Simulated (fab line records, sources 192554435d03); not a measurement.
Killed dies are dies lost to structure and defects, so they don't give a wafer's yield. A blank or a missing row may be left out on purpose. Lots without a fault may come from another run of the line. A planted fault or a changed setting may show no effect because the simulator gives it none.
Chamber matching | flow n5_finfet | N5_BEOL_M9_STRIP_19 on rie_diel-03: 4 sister chambers
The step strips in O2. 18 wafers are shown with their chamber, then 9 later ones without.

WAFERS WITH THEIR CHAMBER
wafer  | chamber | showerhead_plenum_p_Torr (Torr) | throttle_valve_pct (%) | oes_product_au (a.u.)
L075.1 | 0       | 2.16                            | 16.24                  | 1.02
L075.3 | 2       | 2.07                            | 17.02                  | 0.68
L075.5 | 0       | 2.16                            | 16.27                  | 1.01
L079.1 | 0       | 2.16                            | 16.29                  | 0.97
L079.2 | 3       | 2.18                            | 17.04                  | 0.69
L079.5 | 2       | 2.07                            | 16.56                  | 0.98
L081.3 | 2       | 2.07                            | 16.57                  | 0.94
L081.4 | 3       | 2.18                            | 17.07                  | 0.69
L081.6 | 0       | 2.16                            | 16.30                  | 0.95
L085.3 | 3       | 2.18                            | 17.06                  | 0.68
L085.5 | 3       | 2.18                            | 17.03                  | 0.67
L085.6 | 0       | 2.15                            | 16.31                  | 0.94
L087.3 | 1       | 2.13                            | 16.49                  | 0.86
L087.4 | 0       | 2.15                            | 16.32                  | 0.91
L087.5 | 0       | 2.15                            | 16.33                  | 0.92
L088.1 | 0       | 2.15                            | 16.32                  | 0.91
L088.3 | 3       | 2.17                            | 17.07                  | 0.67
L088.4 | 2       | 2.07                            | 16.59                  | 0.91

SIGNATURES (means of the wafers above)
reading                  | chamber 0 | chamber 1 | chamber 2 | chamber 3 | scatter within a chamber
showerhead_plenum_p_Torr | 2.1550    | 2.1300    | 2.0700    | 2.1780    | 0.00447
throttle_valve_pct       | 16.2975   | 16.4900   | 16.6850   | 17.0540   | 0.106
oes_product_au           | 0.9537    | 0.8600    | 0.8775    | 0.6800    | 0.0696
Rule: a wafer's distance from a chamber is the root of the sum, over the readings, of the square of ((its reading less the chamber's mean) divided by the reading's scatter). The wafer belongs to the nearest chamber; if the next one is less than 2 further off, it can't be placed. The scatter: the root of (the sum of the squares of (reading less its chamber's mean) over the shown wafers, divided by (wafers less chambers)).

WAFERS WITHOUT THEIR CHAMBER
wafer  | showerhead_plenum_p_Torr (Torr) | throttle_valve_pct (%) | oes_product_au (a.u.)
L093.2 | 2.15                            | 16.33                  | 0.91
L093.4 | 2.17                            | 16.65                  | 0.99
L093.6 | 2.15                            | 16.31                  | 0.91
L091.3 | 2.06                            | 16.60                  | 0.90
L091.5 | 2.17                            | 16.66                  | 0.99
L091.6 | 2.06                            | 16.60                  | 0.90
L095.1 | 2.13                            | 16.50                  | 0.83
L095.3 | 2.06                            | 16.61                  | 0.88
L095.6 | 2.15                            | 16.35                  | 0.90

WHICH CHAMBER EACH WENT THROUGH
wafer  | from the rows above     | in truth
L093.2 | 0                       | 0
L093.4 | can't be placed: 0 or 3 | 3
L093.6 | 0                       | 0
L091.3 | 2                       | 2
L091.5 | can't be placed: 0 or 3 | 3
L091.6 | 2                       | 2
L095.1 | 1                       | 1
L095.3 | 2                       | 2
L095.6 | 0                       | 0
Placed correctly: 7 of 9. Can't be placed from these rows: 2 (the true chamber is among the candidates in 2). Placed wrongly: 0.
